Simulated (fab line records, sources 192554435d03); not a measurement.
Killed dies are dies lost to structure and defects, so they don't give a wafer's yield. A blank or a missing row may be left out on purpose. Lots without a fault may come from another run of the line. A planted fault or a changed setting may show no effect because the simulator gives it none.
Tool commonality check | flow n5_finfet | 9 lots, 26 wafers sampled

WHY IT WAS OPENED
At N5_MOL_CONTACT_COAG_INSPECT_57 the reading raw_defect_count is flagged on 2 of 9 lots. Wafers without a fault read 190, standard deviation 48.
Rule: a lot is flagged when every wafer of it that has a number lies more than 4 standard deviations from that mean, or none has a number. The other lots count as sound.

lot  | measured     | on                | raw_defect_count, wafer by wafer | flag
L164 | day 6 06:29  | defect_inspect-02 | 109 228 146                      |
L168 | day 7 02:37  | defect_inspect-01 | 1502 1632 1607                   | FLAGGED
L169 | day 7 08:56  | defect_inspect-01 | 1604 1593 1627                   | FLAGGED
L176 | day 9 02:01  | defect_inspect-01 | 283 152 219                      |
L177 | day 9 10:55  | defect_inspect-01 | 256 284 184                      |
L178 | day 9 11:46  | defect_inspect-02 | 163 220                          |
L181 | day 10 12:24 | defect_inspect-02 | 245 348 214                      |
L182 | day 10 15:26 | defect_inspect-01 | 211 169 155                      |
L183 | day 11 02:05 | defect_inspect-02 | 227 178 186                      |
The numbers of the flagged lots are 1594 on average: +1404 against the usual, or +29 standard deviations.

WHICH TOOL RAN EACH LOT
The record holds 1 process step before the reading, out of a route of 1938 steps. In each cell: the tool, then ch and the chambers that the sampled wafers went through, then the start.
lot  | flag    | N5_MOL_CONTACT_COAG_PECVD_31
L164 |         | pecvd-04 ch 0,1, day 6 05:56
L168 | FLAGGED | pecvd-03 ch 0,2, day 7 02:12
L169 | FLAGGED | pecvd-03 ch 0,1, day 7 08:23
L176 |         | pecvd-04 ch 1,2, day 9 01:26
L177 |         | pecvd-02 ch 0,2, day 9 10:29
L178 |         | pecvd-04 ch 1, day 9 11:11
L181 |         | pecvd-04 ch 0,1, day 10 11:59
L182 |         | pecvd-03 ch 0,1,2, day 10 14:53
L183 |         | pecvd-03 ch 0,1, day 11 01:39
What these steps do:
- N5_MOL_CONTACT_COAG_PECVD_31: deposits SiO2 from TEOS/O2, target thk 46 nm, time 8.9 s.
- N5_MOL_CONTACT_COAG_INSPECT_57: inspects for defects (brightfield).

FLAGGED OVER TOTAL, TOOL BY TOOL (the gauges that took the reading come last)
step                           | tool              | lots run | flagged | share of the flagged lots | sound lots run after its first flagged lot
N5_MOL_CONTACT_COAG_PECVD_31   | pecvd-02          | 1        | 0       | none                      | -
N5_MOL_CONTACT_COAG_PECVD_31   | pecvd-03          | 4        | 2       | all                       | 2 (L182,L183)
N5_MOL_CONTACT_COAG_PECVD_31   | pecvd-04          | 4        | 0       | none                      | -
N5_MOL_CONTACT_COAG_INSPECT_57 | defect_inspect-01 | 5        | 2       | all                       | 3 (L176,L177,L182)
N5_MOL_CONTACT_COAG_INSPECT_57 | defect_inspect-02 | 4        | 0       | none                      | -

WHAT THE TABLE ALLOWS
2 rows of the table ran every flagged lot: pecvd-03 at N5_MOL_CONTACT_COAG_PECVD_31, defect_inspect-01 at N5_MOL_CONTACT_COAG_INSPECT_57.
- pecvd-03 at N5_MOL_CONTACT_COAG_PECVD_31: 2 of its 4 lots flagged. Sound lots ran on it after the first flagged one (L182, L183), which a lasting fault on the whole tool wouldn't allow.
- defect_inspect-01 at N5_MOL_CONTACT_COAG_INSPECT_57: 2 of its 5 lots flagged. Sound lots ran on it after the first flagged one (L176, L177, L182), which a lasting fault on the whole tool wouldn't allow.
No row of the table ran every flagged lot and no sound lot after the first.

WHAT THE SIMULATOR HAD PUT IN
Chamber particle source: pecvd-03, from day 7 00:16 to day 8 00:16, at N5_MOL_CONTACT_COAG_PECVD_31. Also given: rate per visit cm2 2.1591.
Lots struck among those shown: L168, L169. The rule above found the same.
